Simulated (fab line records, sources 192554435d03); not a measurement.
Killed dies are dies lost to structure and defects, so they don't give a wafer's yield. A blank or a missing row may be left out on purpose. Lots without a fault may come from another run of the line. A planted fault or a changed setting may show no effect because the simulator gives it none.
A struck lot beside a sound one | flow n5_finfet | 16 steps out of a route of 1938
Sound: wafers L589.1, L589.2, L589.5. Struck: wafers L587.2, L587.4, L587.6. The cause comes at the end.
At each step with rows: each side's tool, then ch and its chambers, then its first start. Under that, the readings that differ: sound wafers | struck wafers | difference of the means | sigmas: that difference in standard deviations of wafers without a fault.
alike: readings whose means differ by less than 2 such deviations, and words and numbers that are the same on both sides. not compared: withheld readings, readings that some wafer has no value for, bounds like >300 that may hide the same value, and numbers for which the record gives no deviation and whose values overlap.
The two part at a step that has a row with sigmas, a row that says differs or no value, or rows on one side only. Numbers that don't overlap but have no deviation are shown without sigmas and don't part them. A reading that every wafer of one side lacks parts them only if that side has two wafers or more.

first, 4 steps without rows for these wafers: N5_BEOL_M10_SOFTBAKE_06 (time 60 s); N5_BEOL_M10_EXPOSE_08 (exposes mask M10); N5_BEOL_M10_PEB_09 (peb time 60 s); N5_BEOL_M10_DEVELOP_10 (develop time 30 s).
N5_BEOL_M10_CD_MEAS_11: target cd 64.1 nm.
  sound on cd_sem-02 ch 0, day 15 11:54; struck on cd_sem-03 ch 0, day 14 16:11
  alike: cd_nm
N5_BEOL_M10_OVL_MEAS_12:
  sound on overlay-02 ch 0, day 15 11:56; struck on overlay-01 ch 0, day 14 16:13
  alike: M10_OVL
N5_BEOL_M10_INSPECT_13: inspects for defects (brightfield).
  sound on defect_inspect-01, day 15 11:57; struck on defect_inspect-01, day 14 16:14
  alike: raw_defect_count
N5_BEOL_M10_DESCUM_16: chemistry O2, time 7.9 s.
  sound on rie_diel-01 ch 0,1,2, day 15 12:01; struck on rie_diel-03 ch 1,2,3, day 14 16:31
  reading      | sound             | struck            | difference | sigmas
  rf_vpp_V (V) | 245.6 245.3 244.8 | 241.9 242.5 242.0 | -3.1       | -2
  alike: chamber_pressure_mTorr, drypump_motor_current_A, oes_product_au, showerhead_plenum_p_Torr, throttle_valve_pct
  not compared: rf_hours_counter_h
N5_BEOL_M10_ETCH_61: etches SiARC in CF4, target depth 39 nm, time 65 s.
  sound on rie_diel-01 ch 0,1,2, day 15 12:03; struck on rie_diel-03 ch 1,2,3, day 14 16:33
  alike: bias_w, chamber_pressure_mTorr, drypump_motor_current_A, etch_rf_on_time_s, oes_product_au, rf_vpp_V, showerhead_plenum_p_Torr, throttle_valve_pct
  not compared: rf_hours_counter_h
N5_BEOL_M10_ETCH_62: etches SOC in N2/H2, target depth 110 nm, overetch 22 nm, time 165 s.
  sound on rie_diel-01 ch 0,1,2, day 15 12:06; struck on rie_diel-03 ch 1,2,3, day 14 16:36
  alike: bias_w, chamber_pressure_mTorr, drypump_motor_current_A, n2_flow_sccm, oes_product_au, rf_vpp_V, showerhead_plenum_p_Torr, throttle_valve_pct
  not compared: rf_hours_counter_h
then, 1 step without rows for these wafers: N5_BEOL_M10_STRIP_68 (strips in N2/H2).
N5_BEOL_M10_STRIP_67: strips in CF4.
  sound on rie_diel-01 ch 0,1,2, day 15 12:14; struck on rie_diel-03 ch 1,2,3, day 14 16:45
  alike: chamber_pressure_mTorr, drypump_motor_current_A, oes_product_au, rf_vpp_V, showerhead_plenum_p_Torr, throttle_valve_pct
  not compared: rf_hours_counter_h
N5_BEOL_M10_HM_OPEN_17: chemistry Cl2/BCl3, target TiN, target depth 20 nm, overetch 6 nm.
  sound on rie_metal-01 ch 0,1, day 15 12:17; struck on rie_metal-02 ch 0,1, day 14 16:47
  no value came back on the struck wafers for any of 7 readings (bcl3_flow_sccm (sccm), bias_w (W) and others); on the sound wafers bcl3_flow_sccm (sccm) reads 21.83 21.79 21.78
  reading                                   | sound        | struck            | difference | sigmas
  model.SOC_of_BEOL_M10_COAT_59.thk_nm (nm) | 91.8 91.8 92 | 100.2 100.4 100.4 | +8.5       |
  not compared: rf_hours_counter_h
N5_BEOL_M10_STRIP_19: strips in O2.
  sound on rie_diel-03 ch 0,3, day 15 12:28; struck on rie_diel-03 ch 0,1, day 14 16:55
  alike: chamber_pressure_mTorr, drypump_motor_current_A, oes_product_au, rf_vpp_V, showerhead_plenum_p_Torr, throttle_valve_pct
  not compared: rf_hours_counter_h
N5_BEOL_M10_CD_MEAS_18: pitch 140 nm, target cd 70 nm.
  sound on cd_sem-01, day 15 12:32; struck on cd_sem-03, day 14 16:59
  reading    | sound          | struck | difference                    | sigmas
  cd_nm (nm) | 69.9 69.2 69.3 | - - -  | no value on the struck wafers |
then, 1 step without rows for these wafers: N5_BEOL_M10_COAT_63 (time 60 s, resist thk 100 nm).

WHERE THEY PART
First at N5_BEOL_M10_DESCUM_16; last, within this record, at N5_BEOL_M10_CD_MEAS_18.

WHY: what the simulator had put in
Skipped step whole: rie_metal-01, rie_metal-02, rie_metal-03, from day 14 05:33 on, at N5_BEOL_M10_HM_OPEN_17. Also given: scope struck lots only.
